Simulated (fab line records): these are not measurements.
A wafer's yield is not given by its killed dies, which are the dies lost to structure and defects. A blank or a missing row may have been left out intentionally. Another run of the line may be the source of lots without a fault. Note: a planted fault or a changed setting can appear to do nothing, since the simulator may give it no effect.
Code-filled problem report in 8D (eight disciplines) form || flow n5-finfet || the parts of the form that need people (team, actions taken, sign-off) are left out

== 1. WHAT WENT WRONG ==
HMC_CMP_THK at N5_PMOS_HMC_CHANNEL_EPI_THK_MEAS_22 reads a mean of 58.7 nm on 4 wafers of 3 lots; wafers without a fault read 54.0 nm with a standard deviation of 0.79. That puts it +5.9 standard deviations away from the usual mean.
First seen on wafer L490.4, day 6 02:30, on film-metro-02. The record holds 34 wafers of 12 lots with a number at this step. Rule for "out", or "out of limits": more than 4 standard deviations from the usual mean. Any other wafer with a number is counted as sound.

== 2. WHAT IT IS; WHAT IT IS NOT ==
{"question": "which readings at this step", "is": "HMC_CMP_THK", "is not": "-"}
{"question": "which lots", "is": "L490, L491, L493", "is not": "L475, L476, L477, L478, L480, L483, L484, L487, L494"}
{"question": "which wafers of those lots", "is": "L490.4, L491.4, L491.6, L493.6", "is not": "L490.3, L491.5, L493.3"}
{"question": "read on which gauges", "is": "film-metro-01, film-metro-02", "is not": "-"}
{"question": "when", "is": "from day 6 02:30", "is not": "up to then (25 sound wafers); but 5 sound wafers of L491, L493, L494 came after"}

== 3. SUSPECTS, AND WHAT RULES EACH OUT ==
Counting: if a tool at a process step up to the reading ran every lot that is out, it stays a suspect. Sound lots after the first of them don't rule it out here, since some wafers of a struck lot are sound.
- the gauge at N5_PMOS_HMC_CHANNEL_EPI_THK_MEAS_22: ruled out. 2 gauges (film-metro-01, film-metro-02) read the wafers that are out.
- rie-si-05 at N5_PMOS_HMC_CHANNEL_EPI_FIN_RECESS_16 (chemistry HBr/Cl2, target Si, target depth 54 nm, time 18 s): kept. It processed each lot that is out (first: L490, day 6 00:41); up to then, its last sound lot is L484 (day 4 11:41).
Remaining after the count: rie-si-05 at N5_PMOS_HMC_CHANNEL_EPI_FIN_RECESS_16.

== 4. THE CAUSE (what the simulator had put in) ==
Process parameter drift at N5_PMOS_HMC_CHANNEL_EPI_FIN_RECESS_16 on rie-si-05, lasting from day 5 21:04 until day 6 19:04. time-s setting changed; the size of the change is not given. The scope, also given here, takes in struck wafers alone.
Only this tool survived the counting.

== 5. SEQUENCE OF EFFECTS, ordered by route ==
One row per reading whose mean, taken over the struck wafers that have a number, lies over 3 standard deviations from the usual. Only readings for which the record gives a usual standard deviation are gone through. hours: the time from each lot's start at the first step in this table that gives one to its start at this step, as a median over the lots. sigmas: the change in usual standard deviations.
{"hours": 0, "step": "N5_PMOS_HMC_CHANNEL_EPI_THK_MEAS_22", "reading": "HMC_CMP_THK", "usual": "54.0 nm", "on struck wafers": 58.7, "change": "+4.7", "sigmas": "+5.9"}

== 6. WHAT WOULD HAVE CAUGHT IT SOONER ==
5 hours passed between the start of the fault at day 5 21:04 and the first reading out of limits at a measuring or inspecting step in this record, taken at day 6 02:30.
Tool readings at N5_PMOS_HMC_CHANNEL_EPI_FIN_RECESS_16 with a usual standard deviation given in the record: none out on any struck wafer, hence no alarm at a limit of 4 standard deviations on them.
Among the 3 lots that are out, L491, L493 began N5_PMOS_HMC_CHANNEL_EPI_FIN_RECESS_16 on rie-si-05 after day 6 02:30. A hold on the tool at that time would have spared those 2.
